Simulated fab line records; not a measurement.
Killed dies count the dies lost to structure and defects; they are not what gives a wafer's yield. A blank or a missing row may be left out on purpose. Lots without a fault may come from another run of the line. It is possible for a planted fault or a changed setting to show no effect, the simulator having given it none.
fab line records ; flow n5_finfet
record lots=8; wafers=24; last_day=21
route steps=1938 shown BEOL_M2@841 BEOL_M4@1111 PASSIVATION@1936
lots that met no fault: taken from a fault-free run of the same line
start_h: hours from the record's opening day to when the first of the lot's shown wafers began ; wait_h: hours elapsed since this lot's preceding step ; " repeats the value in the row above ; L1.1+2: several wafers, shown together as one row ; - either no value or no given start ; * or withheld: withheld ; < > ~ a bound
route shown NAME@n: NAME is a module with steps in the file, n the number in the route of the first one ; usual: mean/standard deviation of fault-free wafers ; same: alike in all rows ; chamber/n: place in a boat ; sites: readings site by site ; _std_site: the standard deviation of these ; _edge_site: mean of outer sites minus mean of inner sites ; radius_mm: for every site, how far away it sits from the centre of the wafer ; mask NAME#n: copy n ; behind: tool/chamber where the wafer was last shaped ; hold: cause of the lot's hold/its duration in hours/its outcome ; device: whichever transistor did not switch (one of n, p or np) ; end of line: tests run on the same wafers once the route is complete ; step lacking rows: just its recipe ; killed: not the wafer's yield, but the dies lost to structure and defects at the first sort ; map: dies across one wafer; x = killed, . = not, _ = none there
set.NAME: setting as actually run; set.NAME@STEP: the setting as run at that earlier step ; model.NAME: the simulator's own value behind a step, which no gauge read
a sample of lots followed through the steps of the route, with each step as a table and each wafer as a row
services: from which hour (start_h, from the record's first day; less than 0 if before it) a tool's chamber was out of use, for how many hours, and why
## steps
# step N5_BEOL_M2_ILD_DEP_00
# recipe material=SiOC; target_thk_a=790; temp_c=350; precursor=DEMS/O2; pressure_torr=5; rf_w=500; time_s=15.3
# usual heater_power_w=493/65; showerhead_plenum_p_Torr=5.692/0.014; throttle_valve_pct=12.0/0.82
# same time_s=15.3
lot.wafer;tool;chamber;start_h;wait_h;heater_power_w;showerhead_plenum_p_Torr;throttle_valve_pct
L677.2;pecvd-02;0;179.80;0.0;434;5.704;11.3
L677.4;pecvd-02;0;179.80;0.0;441;5.681;11.4
L677.6;pecvd-02;2;179.80;0.0;562;5.682;11.0
L682.3;pecvd-04;0;205.19;0.1;479;5.695;13.0
L682.5;pecvd-04;0;205.19;0.1;475;5.704;13.0
L682.6;pecvd-04;1;205.19;0.1;486;5.695;13.7
L687.2;pecvd-02;2;208.54;0.0;582;5.683;11.3
L687.3;pecvd-02;0;208.54;0.0;455;5.688;11.6
L687.4;pecvd-02;0;208.54;0.0;357;5.682;11.6
L689.2;pecvd-04;2;232.52;0.0;534;5.667;10.9
L689.5;pecvd-04;0;232.52;0.0;491;5.701;13.0
L689.6;pecvd-04;2;232.52;0.0;527;5.682;10.9
L690.1;pecvd-03;2;239.93;0.0;446;5.680;11.2
L690.2;pecvd-03;0;239.93;0.0;415;5.714;13.0
L690.4;pecvd-03;0;239.93;0.0;434;5.727;12.6
L691.3;pecvd-02;1;242.20;0.1;506;5.703;12.4
L691.4;pecvd-02;0;242.20;0.1;443;5.662;11.4
L691.6;pecvd-02;1;242.20;0.1;510;5.709;11.9
L697.1;pecvd-03;2;264.09;0.0;538;5.692;11.6
L697.2;pecvd-03;1;264.09;0.0;445;5.681;12.1
L697.5;pecvd-03;2;264.09;0.0;540;5.679;11.3
L698.4;pecvd-04;2;275.72;0.1;524;5.687;11.1
L698.5;pecvd-04;0;275.72;0.1;475;5.688;12.8
L698.6;pecvd-04;1;275.72;0.1;536;5.699;13.5
# step N5_BEOL_M2_DESCUM_16
# recipe chemistry=O2; time_s=7; source_power_w=50; bias_power_w=20; pressure_mtorr=20; rf_frequency_hz=2.712e+07; temp_c=40; resist=CAR-EUV; o2_flow_sccm=225
# usual drypump_motor_current_A=5.69/0.2; oes_product_au=0.80/0.083; rf_vpp_V=243.0/1.4; showerhead_plenum_p_Torr=2.08/0.066; throttle_valve_pct=20.45/0.29
# same time_s=7
lot.wafer;tool;chamber;start_h;wait_h;drypump_motor_current_A;oes_product_au;rf_hours_counter_h;rf_vpp_V;showerhead_plenum_p_Torr;throttle_valve_pct
L677.2;rie_diel-04;1;180.89;0.0;5.90;0.98;2;241.6;2.06;20.22
L677.4;rie_diel-04;2;180.89;0.0;5.43;0.67;238;243.1;2.16;20.49
L677.6;rie_diel-04;0;180.89;0.0;5.83;0.93;-;242.6;2.07;20.60
L682.3;rie_diel-04;0;206.72;0.0;5.82;0.90;25;242.2;2.07;20.62
L682.5;rie_diel-04;1;206.72;0.0;5.93;0.95;-;242.7;2.06;20.22
L682.6;rie_diel-04;0;206.72;0.0;5.83;0.91;-;243.0;2.07;20.61
L687.2;rie_diel-03;3;210.47;0.1;5.67;0.77;138;241.0;1.97;20.10
L687.3;rie_diel-03;1;210.47;0.1;5.75;0.77;121;240.8;2.02;20.69
L687.4;rie_diel-03;1;210.47;0.1;5.77;0.76;-;242.4;2.02;20.72
L689.2;rie_diel-03;1;236.47;0.0;5.78;0.76;130;241.1;2.02;20.71
L689.5;rie_diel-03;0;236.47;0.0;5.52;0.69;-;241.0;2.08;20.60
L689.6;rie_diel-03;3;236.47;0.0;5.65;0.77;-;240.8;1.97;20.12
L690.1;rie_diel-01;3;241.32;0.0;5.87;0.94;8;240.7;2.03;19.88
L690.2;rie_diel-01;2;241.32;0.0;5.62;0.72;184;243.7;2.08;20.82
L690.4;rie_diel-01;1;241.32;0.0;5.52;0.82;92;245.9;2.17;20.32
L691.3;rie_diel-01;2;244.87;0.1;5.64;0.73;185;242.1;2.07;20.83
L691.4;rie_diel-01;3;244.87;0.1;5.86;0.94;9;242.0;2.03;19.87
L691.6;rie_diel-01;1;244.87;0.1;5.55;0.82;-;245.7;2.17;20.33
L697.1;rie_diel-01;2;266.60;0.0;5.62;0.73;190;242.4;2.07;20.82
L697.2;rie_diel-01;1;266.60;0.0;5.57;0.80;99;244.6;2.17;20.34
L697.5;rie_diel-01;0;266.60;0.0;5.72;0.80;-;241.0;2.00;20.33
L698.4;rie_diel-01;2;277.23;0.1;5.62;0.72;194;241.4;2.07;20.85
L698.5;rie_diel-01;3;277.23;0.1;5.87;0.90;-;243.3;2.03;19.88
L698.6;rie_diel-01;2;277.23;0.1;5.62;0.72;-;243.1;2.07;20.82
# step N5_BEOL_M2_ETCH_63
# recipe chemistry=CF4; target=SiARC; target_depth_a=156; mask_material=CAR-EUV; time_s=26; ion_energy_ev=80; pressure_mtorr=40; source_w=545; bias_w=36; Ar_flow_sccm=100; cf4_flow_sccm=100; ends=cleared
# usual drypump_motor_current_A=5.69/0.2; etch_rf_on_time_s=26.2/0.92; oes_product_au=0.68/0.075; rf_vpp_V=184.0/1.2; showerhead_plenum_p_Torr=2.13/0.062; throttle_valve_pct=15.65/0.23
lot.wafer;tool;chamber;start_h;wait_h;drypump_motor_current_A;etch_rf_on_time_s;oes_product_au;rf_hours_counter_h;rf_vpp_V;showerhead_plenum_p_Torr;throttle_valve_pct
L677.2;rie_diel-04;1;180.94;0.0;5.91;25.4;0.85;2;183.1;2.08;15.22
L677.4;rie_diel-04;2;180.94;0.0;5.40;27.0;0.59;238;182.3;2.20;15.75
L677.6;rie_diel-04;0;180.94;0.0;5.87;25.3;0.81;-;183.3;2.10;15.61
L682.3;rie_diel-04;0;206.77;0.0;5.86;25.1;0.79;25;184.0;2.10;15.60
L682.5;rie_diel-04;1;206.77;0.0;5.92;24.9;0.81;-;184.4;2.08;15.25
L682.6;rie_diel-04;0;206.77;0.0;5.83;25.0;0.78;-;184.0;2.10;15.61
L687.2;rie_diel-03;3;210.52;0.0;5.64;27.5;0.65;138;182.5;2.06;15.57
L687.3;rie_diel-03;1;210.52;0.0;5.76;25.8;0.68;121;182.3;2.06;15.71
L687.4;rie_diel-03;1;210.52;0.0;5.80;25.6;0.68;-;182.7;2.06;15.70
L689.2;rie_diel-03;1;236.52;0.0;5.77;25.6;0.68;130;183.6;2.06;15.70
L689.5;rie_diel-03;0;236.52;0.0;5.56;24.8;0.61;-;184.3;2.11;15.70
L689.6;rie_diel-03;3;236.52;0.0;5.65;26.8;0.66;-;182.8;2.06;15.58
L690.1;rie_diel-01;3;241.37;0.0;5.86;26.8;0.79;8;184.7;2.12;15.25
L690.2;rie_diel-01;2;241.37;0.0;5.63;28.1;0.60;184;184.1;2.13;16.05
L690.4;rie_diel-01;1;241.37;0.0;5.53;26.1;0.69;92;184.8;2.24;15.66
L691.3;rie_diel-01;2;244.92;0.0;5.63;27.8;0.61;185;184.4;2.13;16.03
L691.4;rie_diel-01;3;244.92;0.0;5.88;26.7;0.80;9;182.5;2.12;15.24
L691.6;rie_diel-01;1;244.92;0.0;5.54;25.9;0.69;-;185.4;2.24;15.65
L697.1;rie_diel-01;2;266.66;0.0;5.65;27.8;0.60;190;184.4;2.13;16.07
L697.2;rie_diel-01;1;266.66;0.0;5.52;25.9;0.69;99;184.9;2.24;15.68
L697.5;rie_diel-01;0;266.66;0.0;5.74;25.5;0.69;-;181.7;2.08;15.63
L698.4;rie_diel-01;2;277.28;0.0;5.65;27.6;0.60;194;183.1;2.13;16.06
L698.5;rie_diel-01;3;277.28;0.0;5.89;26.4;0.78;-;183.4;2.11;15.27
L698.6;rie_diel-01;2;277.28;0.0;5.66;27.6;0.60;-;181.9;2.13;16.07
# step N5_BEOL_M2_STRIP_19
# recipe chemistry=O2; power_w=400; temp_c=40; pressure_mtorr=30; rf_frequency_hz=6e+07; bias_power_w=0; overash_fraction=0.2; o2_flow_sccm=225
# usual bias_power_w=0/0; chamber_pressure_mTorr=30.000/0.027; drypump_motor_current_A=5.69/0.22; oes_product_au=0.78/0.086; rf_vpp_V=3.6/0.49; showerhead_plenum_p_Torr=2.09/0.068; throttle_valve_pct=16.73/0.22
lot.wafer;tool;chamber;start_h;wait_h;bias_power_w;chamber_pressure_mTorr;drypump_motor_current_A;oes_product_au;rf_hours_counter_h;rf_vpp_V;showerhead_plenum_p_Torr;throttle_valve_pct
L677.2;rie_diel-04;0;181.37;0.2;0;29.987;5.84;0.94;15;4.0;2.07;16.77
L677.4;rie_diel-04;1;181.37;0.2;0;29.979;5.94;0.97;2;2.5;2.07;16.46
L677.6;rie_diel-04;1;181.37;0.2;0;29.965;5.96;0.99;-;3.8;2.07;16.44
L682.3;rie_diel-04;2;207.09;0.1;0;30.017;5.41;0.67;248;4.7;2.16;16.83
L682.5;rie_diel-04;2;207.09;0.1;0;30.016;5.43;0.67;-;3.5;2.16;16.83
L682.6;rie_diel-04;3;207.09;0.1;0;30.026;5.22;0.73;-;4.5;2.18;17.09
L687.2;rie_diel-03;3;210.83;0.1;0;29.971;5.63;0.77;138;3.9;1.98;16.44
L687.3;rie_diel-03;2;210.83;0.1;0;30.013;5.98;0.73;181;4.0;2.16;16.71
L687.4;rie_diel-03;0;210.83;0.1;0;30.015;5.52;0.69;211;3.7;2.09;16.83
L689.2;rie_diel-03;0;236.83;0.1;-;-;-;-;-;-;-;-
L689.5;rie_diel-03;2;236.83;0.1;-;-;-;-;-;-;-;-
L689.6;rie_diel-03;1;236.83;0.1;-;-;-;-;-;-;-;-
L690.1;rie_diel-04;2;241.68;0.1;-;-;-;-;-;-;-;-
L690.2;rie_diel-04;1;241.68;0.1;-;-;-;-;-;-;-;-
L690.4;rie_diel-04;3;241.68;0.1;-;-;-;-;-;-;-;-
L691.3;rie_diel-03;0;245.23;0.1;-;-;-;-;-;-;-;-
L691.4;rie_diel-03;1;245.23;0.1;-;-;-;-;-;-;-;-
L691.6;rie_diel-03;0;245.23;0.1;-;-;-;-;-;-;-;-
L697.1;rie_diel-04;1;266.97;0.1;0;29.973;5.90;0.90;28;4.0;2.06;16.49
L697.2;rie_diel-04;0;266.97;0.1;0;30.037;5.86;0.88;42;3.0;2.06;16.81
L697.5;rie_diel-04;3;266.97;0.1;0;30.004;5.21;0.71;-;3.8;2.18;17.13
L698.4;rie_diel-04;3;277.60;0.1;0;30.029;5.22;0.71;198;3.2;2.17;17.12
L698.5;rie_diel-04;0;277.60;0.1;0;29.992;5.84;0.87;-;4.7;2.06;16.81
L698.6;rie_diel-04;1;277.60;0.1;0;30.025;5.86;0.89;-;2.9;2.06;16.50
# step N5_BEOL_M2_ETCH_70
# recipe chemistry=N2/H2; target=SOC; target_depth_a=800; overetch_a=240; mask_material=SiARC; temp_c=40; time_s=130; ion_energy_ev=200; pressure_mtorr=30; source_w=840; bias_w=150; n2_flow_sccm=200; h2_flow_sccm=200
# usual drypump_motor_current_A=5.67/0.22; oes_product_au=0.59/0.059; rf_vpp_V=523.8/2.2; showerhead_plenum_p_Torr=2.54/0.083; throttle_valve_pct=17.88/0.25
# same time_s=130
lot.wafer;tool;chamber;start_h;wait_h;drypump_motor_current_A;oes_product_au;rf_hours_counter_h;rf_vpp_V;showerhead_plenum_p_Torr;throttle_valve_pct
L677.2;rie_diel-04;3;185.82;0.0;5.23;0.55;170;528.0;2.65;18.24
L677.4;rie_diel-04;2;185.82;0.0;5.44;0.51;240;525.0;2.63;18.06
L677.6;rie_diel-04;2;185.82;0.0;5.44;0.51;-;525.2;2.63;18.05
L682.3;rie_diel-03;1;217.66;0.0;5.78;0.58;124;521.9;2.44;17.93
L682.5;rie_diel-03;2;217.66;0.0;5.96;0.54;-;526.3;2.63;17.86
L682.6;rie_diel-03;3;217.66;0.0;5.68;0.58;-;522.6;2.42;17.56
L687.2;rie_diel-01;0;220.27;0.0;5.77;0.59;106;521.8;2.46;17.77
L687.3;rie_diel-01;2;220.27;0.0;5.63;0.55;177;523.4;2.54;18.35
L687.4;rie_diel-01;3;220.27;0.0;5.86;0.72;2;524.5;2.50;17.44
L689.2;rie_diel-04;3;270.70;0.0;5.23;0.70;195;526.0;2.63;18.28
L689.5;rie_diel-04;1;270.70;0.0;5.97;0.91;-;523.4;2.50;17.72
L689.6;rie_diel-04;2;270.70;0.0;5.42;0.96;-;525.6;2.62;17.74
L690.1;rie_diel-04;0;271.18;0.0;5.86;0.89;43;522.4;2.47;17.78
L690.2;rie_diel-04;1;271.18;0.0;5.93;0.91;29;523.5;2.50;17.73
L690.4;rie_diel-04;2;271.18;0.0;5.42;0.96;11;526.9;2.62;17.74
L691.3;rie_diel-03;1;283.63;0.0;5.80;0.76;150;523.5;2.43;17.99
L691.4;rie_diel-03;3;283.63;0.0;5.65;0.76;158;522.3;2.41;17.65
L691.6;rie_diel-03;0;283.63;0.0;5.52;0.69;-;522.9;2.48;17.82
L697.1;rie_diel-04;0;309.04;0.0;5.85;0.63;53;521.7;2.47;17.75
L697.2;rie_diel-04;2;309.04;0.0;5.44;0.67;22;524.2;2.62;17.73
L697.5;rie_diel-04;3;309.04;0.0;5.24;0.53;-;526.5;2.63;18.29
L698.4;rie_diel-04;3;333.60;0.0;5.23;0.52;-;524.6;2.63;18.30
L698.5;rie_diel-04;1;333.60;0.0;5.91;0.64;-;521.4;2.49;17.72
L698.6;rie_diel-04;0;333.60;0.0;5.86;0.62;-;523.4;2.46;17.76
# step N5_BEOL_M4_RC_MEAS_101
# usual DIBL_N=36.1/2.3; DIBL_P=36/3.2; IOFF_N=0.16/0.045; IOFF_P=0.21/0.049; ION_N=674/14; ION_P=462/8.4; SS_N=71.6/0.83; SS_P=73.2/0.87; VT_N=249/3.8; VT_P=-250/3.4
lot.wafer;tool;chamber;start_h;wait_h;DIBL_N[mV/V];DIBL_P[mV/V];IOFF_N[nA/um];IOFF_P[nA/um];ION_N[uA/um];ION_P[uA/um];SS_N[mV/dec];SS_P[mV/dec];VT_N[mV];VT_P[mV]
L677.2;prober-01;0;266.49;0.2;36.3;33;0.14;0.18;650;449;71.9;72.9;254;-250
L677.4;prober-01;0;266.49;0.2;33.2;30;0.10;0.15;672;459;71.6;72.3;255;-253
L677.6;prober-01;0;266.49;0.2;36.7;35;0.14;0.21;682;470;72.0;73.0;253;-250
L687.2;prober-02;0;297.29;0.2;34.9;35;0.13;0.20;682;472;71.0;73.2;253;-250
L687.3;prober-02;0;297.29;0.2;35.4;33;0.13;0.17;662;458;71.3;72.0;251;-255
L687.4;prober-02;0;297.29;0.2;34.2;33;0.11;0.15;648;444;70.2;72.0;257;-256
L682.3;prober-02;0;311.05;0.3;37.8;38;0.18;0.23;684;470;72.6;73.9;251;-250
L682.5;prober-02;0;311.05;0.3;42.2;44;0.31;0.34;692;471;73.7;76.2;243;-247
L682.6;prober-02;0;311.05;0.3;36.9;37;0.17;0.22;694;468;71.5;73.5;246;-250
L697.1;prober-02;0;364.44;0.0;39.9;39;0.22;0.24;707;474;72.3;74.2;244;-250
L697.2;prober-02;0;364.44;0.0;36.0;34;0.14;0.17;661;450;70.8;73.0;250;-252
L697.5;prober-02;0;364.44;0.0;35.4;33;0.13;0.17;670;460;70.4;72.0;251;-248
L698.4;prober-01;0;394.25;0.5;37.5;39;0.20;0.25;683;463;72.7;73.3;246;-248
L698.5;prober-01;0;394.25;0.5;40.1;42;0.24;0.29;679;461;72.7;74.2;246;-248
L698.6;prober-01;0;394.25;0.5;37.4;38;0.19;0.24;681;466;72.0;73.7;247;-247
# step N5_PASSIVATION_PROBE_49
# usual defect_limited_yield=90.9/1.6; killed_at_M0_to_M3=37/11; killed_at_M4_up=15/5.6; killed_at_contacts=13/6.4; killed_at_front_end=39/11; killed_at_other=4/3.1; killed_dies=107/19; killed_on_rim=14/4.3; killed_open=71/14; killed_short=34/7.8; sort_bin_4_leakage=0.01/0.053; sort_bin_5_function=5.3/1; sort_bin_6_memory=3.4/0.72; sort_bin_8_speed=0.0/0.42; sort_n_pass=1072/20; sort_yield_pct=90.9/1.7
# same gross_dies=1180; killed_at_back_side=0
lot.wafer;tool;chamber;start_h;wait_h;defect_limited_yield[%];killed_at_M0_to_M3;killed_at_M4_up;killed_at_contacts;killed_at_front_end;killed_at_other;killed_dies;killed_on_rim;killed_open;killed_short;sort_bin_4_leakage[%];sort_bin_5_function[%];sort_bin_6_memory[%];sort_bin_8_speed[%];sort_n_pass;sort_yield_pct[%]
L687.2;prober-02;-;429.19;0.1;91.3;15;26;19;38;5;103;16;73;26;0;4.7;3.7;0;1077;91.3
L687.3;prober-02;-;429.24;0.1;92.5;25;9;10;43;1;88;11;62;23;0;4.6;2.6;0;1092;92.5
L691.3;prober-01;-;447.85;0.1;0;1102;23;23;31;1;1180;152;67;42;0;96.3;3.4;0;0;0
L691.4;prober-01;-;447.90;0.2;0;1108;14;23;33;2;1180;152;68;27;0;96.8;3.1;0;0;0
L691.6;prober-01;-;448.00;0.3;0;1095;30;27;28;0;1180;152;68;48;0;95.4;4.3;0;0;0
L690.1;prober-02;-;467.60;0.0;0;1134;7;8;29;2;1180;152;49;28;0;96.5;3.1;0;0;0
L690.2;prober-02;-;467.65;0.1;0;1138;12;11;17;2;1180;152;40;23;0;98.0;1.7;0;0;0
L690.4;prober-02;-;467.75;0.2;0;1122;12;3;42;1;1180;152;49;26;0;98.0;1.7;0;0;0
L689.2;prober-02;-;469.07;0.1;0;1118;9;5;48;0;1180;152;72;18;0;96.4;3.1;0;0;0
L689.5;prober-02;-;469.22;0.2;0;1099;23;4;51;3;1180;152;87;33;0;95.3;4.2;0;0;0
L689.6;prober-02;-;469.27;0.3;0;1119;13;4;37;7;1180;152;65;30;0;96.7;3.1;0;0;0
# killed by level:class
L687.2 FIN_SAQP:geometric_particle:open=18 MOL_CONTACT_COAG:geometric_particle:open=16 BEOL_M4:geometric_particle:open=16 FIN_SAQP:geometric_particle:short=9 STI_FIN_REVEAL:geometric_particle:open=4 MOL_CONTACT_COAG:geometric_particle:short=3 SD_EPI_N:coat_microbubble_printed=2 GATE_CUT:geometric_particle:short=2
L687.3 FIN_SAQP:geometric_particle:open=14 MOL_CONTACT_COAG:geometric_particle:open=10 BEOL_M3:geometric_particle:open=10 STI_FIN_REVEAL:geometric_particle:open=9 GATE_CUT:geometric_particle:short=7 FIN_SAQP:geometric_particle:short=4 BEOL_M4:geometric_particle:open=4 BEOL_M0:geometric_particle:short=3
L691.3 BEOL_M2:area_etch=1071 MOL_CONTACT_COAG:geometric_particle:open=19 BEOL_M4:geometric_particle:open=13 FIN_SAQP:geometric_particle:short=9 BEOL_M0_SAQP:geometric_particle:short=7 BEOL_M0_SAQP:geometric_particle:open=6 BEOL_M2:geometric_particle:short=6 BEOL_M2:geometric_particle:open=5
L691.4 BEOL_M2:area_etch=1085 MOL_CONTACT_COAG:geometric_particle:open=22 FIN_SAQP:geometric_particle:open=7 FIN_SAQP:geometric_particle:short=7 STI_FIN_REVEAL:geometric_particle:open=6 BEOL_M0:geometric_particle:open=4 DUMMY_GATE:geometric_particle:open=3 BEOL_M0_SAQP:geometric_particle:short=3
L691.6 BEOL_M2:area_etch=1064 BEOL_M4:geometric_particle:open=17 MOL_CONTACT_COAG:geometric_particle:open=15 MOL_CONTACT_COAG:geometric_particle:short=12 BEOL_M0_SAQP:geometric_particle:short=8 BEOL_M0_SAQP:geometric_particle:open=5 BEOL_M2:geometric_particle:open=5 BEOL_M2:geometric_particle:short=5
L690.1 BEOL_M2:area_etch=1103 BEOL_M3:geometric_particle:open=10 BEOL_M1:geometric_particle:open=8 MOL_CONTACT_COAG:geometric_particle:open=6 FIN_SAQP:geometric_particle:open=5 GATE_CUT:geometric_particle:short=4 BEOL_M0_SAQP:geometric_particle:open=4 STARTING-WAFER:geometric_particle:short=4
L690.2 BEOL_M2:area_etch=1117 FIN_SAQP:geometric_particle:short=9 MOL_CONTACT_COAG:geometric_particle:open=9 BEOL_M2:geometric_particle:open=7 BEOL_M3:geometric_particle:open=4 BEOL_M4:geometric_particle:open=4 BEOL_M0:geometric_particle:open=3 BEOL_M1:geometric_particle:short=3
L690.4 BEOL_M2:area_etch=1105 STI_FIN_REVEAL:geometric_particle:open=11 FIN_SAQP:geometric_particle:open=6 ILD0:geometric_particle:short=5 ILD0:geometric_particle:open=4 BEOL_M0:geometric_particle:open=4 BEOL_M2:geometric_particle:open=3 BEOL_M4:geometric_particle:open=3
L689.2 BEOL_M2:area_etch=1090 STI_FIN_REVEAL:geometric_particle:open=15 BEOL_M3:geometric_particle:open=13 DUMMY_GATE:geometric_particle:open=8 FIN_SAQP:geometric_particle:open=6 MOL_CONTACT_COAG:geometric_particle:open=5 BEOL_M1:geometric_particle:open=5 BEOL_M4:geometric_particle:open=5
L689.5 BEOL_M2:area_etch=1060 BEOL_M4:geometric_particle:open=17 FIN_SAQP:geometric_particle:open=14 BEOL_M3:geometric_particle:open=12 BEOL_M1:geometric_particle:open=10 STI_FIN_REVEAL:geometric_particle:open=8 FIN_SAQP:geometric_particle:short=7 GATE_CUT:geometric_particle:short=5
L689.6 BEOL_M2:area_etch=1085 STI_FIN_REVEAL:geometric_particle:open=9 BEOL_M1:geometric_particle:open=9 DUMMY_GATE:geometric_particle:open=8 BEOL_M4:geometric_particle:open=7 FIN_SAQP:geometric_particle:short=6 BEOL_M3:geometric_particle:open=6 BEOL_M0_SAQP:geometric_particle:open=5
## services
tool;chamber;start_h;hours;kind
pecvd-04;0;162.51;2.1;scheduled_down
rie_diel-01;3;191.56;-;clean
rie_diel-01;3;191.56;-;consumable_replace:focus_ring
rie_diel-01;3;191.56;22.6;scheduled_down
rie_diel-01;3;191.56;22.6;vent_cycle
pecvd-03;1;201.85;11.8;repair
rie_diel-03;0;206.78;4.0;repair
rie_diel-04;2;209.91;-;clean
rie_diel-04;2;209.91;-;consumable_replace:focus_ring
rie_diel-04;2;209.91;14.3;scheduled_down
rie_diel-04;2;209.91;14.3;vent_cycle
rie_diel-03;2;238.86;1.8;repair
pecvd-03;-;241.91;1.2;repair
pecvd-04;2;249.09;9.0;repair
rie_diel-03;3;254.51;19.3;repair
pecvd-03;-;274.63;2.8;pm
pecvd-03;-;281.93;0.7;repair
rie_diel-03;3;289.92;5.3;repair
rie_diel-04;0;298.90;4.3;repair
rie_diel-03;0;309.46;-;clean
rie_diel-03;0;309.46;-;consumable_replace:focus_ring
rie_diel-03;0;309.46;30.7;scheduled_down
rie_diel-03;0;309.46;30.7;vent_cycle
rie_diel-04;2;332.82;4.0;repair
## key
first_sign step=N5_BEOL_M2_STRIP_19; reading=tool_record; direction=missing
effect step=N5_BEOL_M2_ETCH_70; reading=oes_product_au; direction=up; sigmas=4.2; usual=0.59; struck=0.84
effect step=N5_PASSIVATION_PROBE_49; reading=killed_at_M0_to_M3; direction=up; sigmas=99+; usual=37; struck=1115
more_kills_born_at N5_BEOL_M2_ETCH_70@rie_diel-04=4171; N5_BEOL_M2_ETCH_70@rie_diel-03=2680; N5_BEOL_M2_ETCH_41@rie_diel-04=2389
met_at N5_BEOL_M2_STRIP_19
struck_lots L689,L690,L691
later_rows_left_out L689.2,L689.5,L689.6,L690.1,L690.2,L690.4,L691.3,L691.4,L691.6
not_acting_at N5_BEOL_M2_ILD_DEP_00,N5_BEOL_M2_DESCUM_16,N5_BEOL_M2_ETCH_63
onset_between 210.83 236.83
fault kind=skipped_step_whole; tool=rie_diel-03,rie_diel-04; chamber=-; onset_h=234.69; steps=N5_BEOL_M2_STRIP_19; scope=struck_lots_only
# later_rows_left_out: the simulator's readings of these wafers behind a module that went badly wrong aren't trusted and aren't shown, but for the sort
